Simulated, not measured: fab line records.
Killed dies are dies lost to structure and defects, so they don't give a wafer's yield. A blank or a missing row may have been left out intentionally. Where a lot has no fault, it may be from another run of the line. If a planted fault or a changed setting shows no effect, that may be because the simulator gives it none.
Code-filled problem report in 8D (eight disciplines) form ; flow nand-harc ; the parts of the form that need people (team, actions taken, sign-off) are left out

1. THE PROBLEM
killed-at-array at NHARC_END_SORT_01 reads a mean of 156 on 6 wafers of 2 lots; wafers without a fault read 51 with a standard deviation of 18. That puts it +5.9 standard deviations away from the usual mean.
First observed at day 30 12:57: wafer L324.1, on prober-02. The record has a number at this step for 6 wafers belonging to 2 lots. Rule for "out" (also "out of limits"): further than 4 standard deviations from the usual mean. All remaining wafers that have a number are taken as sound.

2. WHAT IT IS AND WHAT IT IS NOT
question;is;is not
which readings at this step;killed-at-array, killed-dies;killed-at-other, killed-open, killed-short
which lots;L323, L324;-
which wafers of those lots;all that have a number;-
read on which gauges;prober-01, prober-02;-
when;from day 30 12:57;up to then (0 sound wafers)

3. WHAT RULES OUT EACH SUSPECT
Counting: a tool at a process step up to the reading stays a suspect if it ran every lot that is out and no sound lot after the first of them.
- the gauge at NHARC_END_SORT_01 has been ruled out. 2 gauges (prober-01, prober-02) read the wafers that are out.
- pecvd-onon-01 at NHARC_A_ONON_D2_DEP_16 (target thk 1000 nm): kept. It ran every lot that is out, first L323 (day 18 21:26), and no sound lot after that.
- pvd-sputter-01 at NHARC_THIN_TSV_DEGAS_49 (time 120 s): kept. It ran every lot that is out, first L324 (day 29 23:23), and no sound lot after that.
- pvd-sputter-01 at NHARC_THIN_TSV_PVD_19 (deposits TaN, target thk 20 nm): kept. It ran every lot that is out, first L324 (day 30 12:57), and no sound lot after that. NHARC_THIN_TSV_PVD_19: start missing for some lots; hours and lot order therefore follow NHARC_END_SORT_01.
The count leaves pecvd-onon-01 at NHARC_A_ONON_D2_DEP_16, pvd-sputter-01 at NHARC_THIN_TSV_DEGAS_49, and pvd-sputter-01 at NHARC_THIN_TSV_PVD_19.

4. THE CAUSE (what the simulator had put in)
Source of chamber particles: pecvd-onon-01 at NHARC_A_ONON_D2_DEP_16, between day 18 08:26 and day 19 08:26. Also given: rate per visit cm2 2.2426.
Counting left 3 suspects, and this tool is among them.

5. SEQUENCE OF EFFECTS, ordered by route
Rows list readings where the struck wafers' mean (over those with a number) sits beyond 3 standard deviations from the usual. Scope: only readings with a usual standard deviation given in the record; hours: median across lots of the time from each lot's start at the first step in this table that gives one to its start at this step; sigmas: change in usual standard deviations.
hours;step;reading;usual;on struck wafers;change;sigmas
0;NHARC_END_SORT_01;killed-at-array;51;156;+106;+5.9
0;NHARC_END_SORT_01;killed-dies;55;166;+111;+5.9

6. HOW IT WOULD HAVE BEEN CAUGHT EARLIER
The first out-of-limits reading at a measuring or inspecting step in this record came at day 30 12:57, 293 hours after the fault's start at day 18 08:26.
Lots out: 2; all had begun NHARC_A_ONON_D2_DEP_16 on pecvd-onon-01 by day 30 12:57. Tool hold at that time: it would have spared none of them.
